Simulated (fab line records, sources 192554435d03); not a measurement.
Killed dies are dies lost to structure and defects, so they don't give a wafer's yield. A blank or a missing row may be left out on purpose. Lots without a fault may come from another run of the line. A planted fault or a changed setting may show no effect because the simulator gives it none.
A struck lot beside a sound one | flow n5_finfet | 25 steps out of a route of 1938
Sound: wafers L995.1, L995.3, L995.6. Struck: wafers L992.2, L992.4, L992.5. The cause comes at the end.
At each step with rows: each side's tool, then ch and its chambers, then its first start. Under that, the readings that differ: sound wafers | struck wafers | difference of the means | sigmas: that difference in standard deviations of wafers without a fault.
alike: readings whose means differ by less than 2 such deviations, and words and numbers that are the same on both sides. not compared: withheld readings, readings that some wafer has no value for, bounds like >300 that may hide the same value, and numbers for which the record gives no deviation and whose values overlap.
The two part at a step that has a row with sigmas, a row that says differs or no value, or rows on one side only. Numbers that don't overlap but have no deviation are shown without sigmas and don't part them. A reading that every wafer of one side lacks parts them only if that side has two wafers or more.

first, 9 steps without rows for these wafers: N5_WELL_APT_DEVELOP_24 (develop time 45 s); N5_WELL_APT_HARDBAKE_29 (time 120 s); N5_WELL_APT_DESCUM_30 (chemistry O2, time 7.9 s); N5_WELL_APT_IMPLANT_31; N5_WELL_APT_IMPLANT_32; N5_WELL_APT_STRIP_33 (strips in SPM, time 900 s); N5_WELL_APT_RTA_34 (time 10 s); N5_WELL_APT_OXIDE_STRIP_42 (strips SiO2 in dHF, time 45 s, target depth 12 nm); N5_WELL_APT_PRECLEAN_36 (cleans in O3/DIW, time 45 s).
N5_WELL_APT_PRECLEAN_39: cleans in dHF, time 60 s.
  sound on wet_bench-04 ch 0,2,3, day 5 22:11; struck on wet_bench-03 ch 4,6,7, day 5 05:11
then, 2 steps without rows for these wafers: N5_WELL_APT_SRD_37 (time 30 s); N5_WELL_APT_EPI_41 (deposits Si from SiH4/H2, target thk 50 nm, time 297.7 s).
N5_WELL_APT_INSPECT_38: inspects for defects (darkfield).
  sound on defect_inspect-01, day 5 22:53; struck on defect_inspect-01, day 5 05:54
  reading          | sound    | struck         | difference | sigmas
  raw_defect_count | 11 23 13 | 1499 1407 1406 | +1422      | +99 or more
then, 8 steps without rows for these wafers: N5_PMOS_HMC_CHANNEL_EPI_HM_DEP_34 (deposits SiO2 from TEOS/O2, target thk 36 nm, time 6.9 s); N5_PMOS_HMC_CHANNEL_EPI_COAT_31 (time 60 s, resist thk 66 nm); N5_PMOS_HMC_CHANNEL_EPI_COAT_03 (resist thk 205 nm); N5_PMOS_HMC_CHANNEL_EPI_EBR_05; N5_PMOS_HMC_CHANNEL_EPI_SOFTBAKE_04 (time 60 s); N5_PMOS_HMC_CHANNEL_EPI_EXPOSE_06 (exposes mask PMOS HMC BLK, target cd 240 nm); N5_PMOS_HMC_CHANNEL_EPI_PEB_07 (peb time 60 s); N5_PMOS_HMC_CHANNEL_EPI_DEVELOP_08 (develop time 30 s).
N5_PMOS_HMC_CHANNEL_EPI_INSPECT_11: inspects for defects (macro).
  sound on defect_inspect-01, day 5 23:22; struck on defect_inspect-01, day 5 06:24
  reading          | sound | struck         | difference | sigmas
  raw_defect_count | 0 1 0 | >300 >300 >300 | differs    |
then, 1 step without rows for these wafers: N5_PMOS_HMC_CHANNEL_EPI_DESCUM_14 (chemistry O2, time 7.9 s).
-- the record jumps here: 7 days lie between the struck wafers' starts before and after (it left off in module PMOS_HMC_CHANNEL_EPI and takes up again in module BEOL_M4, whose first step shown is number 1111 of the route) --
N5_BEOL_M4_RC_MEAS_101:
  sound on prober-02 ch 0, day 12 15:43; struck on prober-02 ch 0, day 12 05:01
  alike: DIBL_N, DIBL_P, IOFF_N, IOFF_P, ION_N, ION_P, SS_N, SS_P, VT_N, VT_P
-- the record jumps here: 5 days lie between the struck wafers' starts before and after (it left off in module BEOL_M4 and takes up again in module PASSIVATION, whose first step shown is number 1936 of the route) --
N5_PASSIVATION_PROBE_49:
  sound on prober-02, day 17 20:27; struck on prober-02, day 17 05:01
  reading                  | sound          | struck         | difference | sigmas
  defect_limited_yield (%) | 91.1 91.8 91.9 | 83.6 81.9 75.6 | -11.2      | -7
  killed_at_front_end      | 42 37 36       | 136 157 200    | +126       | +13
  killed_dies              | 105 97 95      | 194 214 288    | +133       | +7
  killed_on_rim            | 18 10 16       | 34 28 29       | +16        | +4
  sort_bin_5_function (%)  | 5.3 4.5 5.3    | 8.3 11.3 14.4  | +6.3       | +6
  sort_n_pass              | 1075 1083 1085 | 986 966 892    | -133       | -7
  sort_yield_pct (%)       | 91.1 91.8 91.9 | 83.6 81.9 75.6 | -11.2      | -7
  alike: killed_at_M0_to_M3, killed_at_M4_up, killed_at_contacts, killed_at_other, killed_open, killed_short, sort_bin_6_memory

WHERE THEY PART
First at N5_WELL_APT_INSPECT_38; last, within this record, at N5_PASSIVATION_PROBE_49.

WHY: what the simulator had put in
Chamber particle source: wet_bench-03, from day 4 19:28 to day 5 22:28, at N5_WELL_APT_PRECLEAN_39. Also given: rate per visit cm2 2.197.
